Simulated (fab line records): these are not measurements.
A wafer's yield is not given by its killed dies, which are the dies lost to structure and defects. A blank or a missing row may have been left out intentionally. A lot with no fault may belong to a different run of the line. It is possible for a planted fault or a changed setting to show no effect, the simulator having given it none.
Matching of chambers | flow n5_finfet | N5_BEOL_M0_ETCH_109 on rie_diel-01 has 4 sister chambers
The step etches SiCN in CH3F/O2, target depth 8 nm, overetch 2.4 nm, time 27.4 s. 4 wafers are shown with their chamber, then 7 later ones without.

WAFERS PAIRED WITH THEIR CHAMBERS
wafer  | chamber | showerhead_plenum_p_Torr (Torr)
L089.4 | 2       | 1.94
L089.5 | 1       | 2.02
L093.1 | 3       | 2.01
L093.3 | 0       | 2.10

WAFERS MISSING THEIR CHAMBER
wafer  | showerhead_plenum_p_Torr (Torr)
L093.5 | 1.94
L095.1 | 2.00
L095.2 | 2.01
L095.4 | 1.94
L094.1 | 1.94
L094.4 | 2.00
L094.5 | 1.94

CHAMBER TAKEN BY EACH
wafer  | from the rows above     | in truth
L093.5 | 2                       | 2
L095.1 | can't be placed: 3 or 1 | 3
L095.2 | can't be placed: 3 or 1 | 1
L095.4 | 2                       | 2
L094.1 | 2                       | 2
L094.4 | can't be placed: 3 or 1 | 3
L094.5 | 2                       | 2
4 of 7 placed correctly. Not placeable from these rows: 3 (in 3, the candidates include the true chamber). Number placed wrongly: 0.
How it was worked out, from the rows above alone: a wafer's distance from a chamber is the root of the sum, over the readings, of the square of ((its reading less the chamber's mean) divided by the reading's scatter). If the next closest chamber is less than 2 further off than the closest, the wafer can't be placed; otherwise it belongs to the closest. For every chamber, the mean is computed from those of its wafers that are shown. The scatter: with one shown wafer a chamber, the root of the mean of the squares of how far each hidden wafer lies from its nearest shown one.
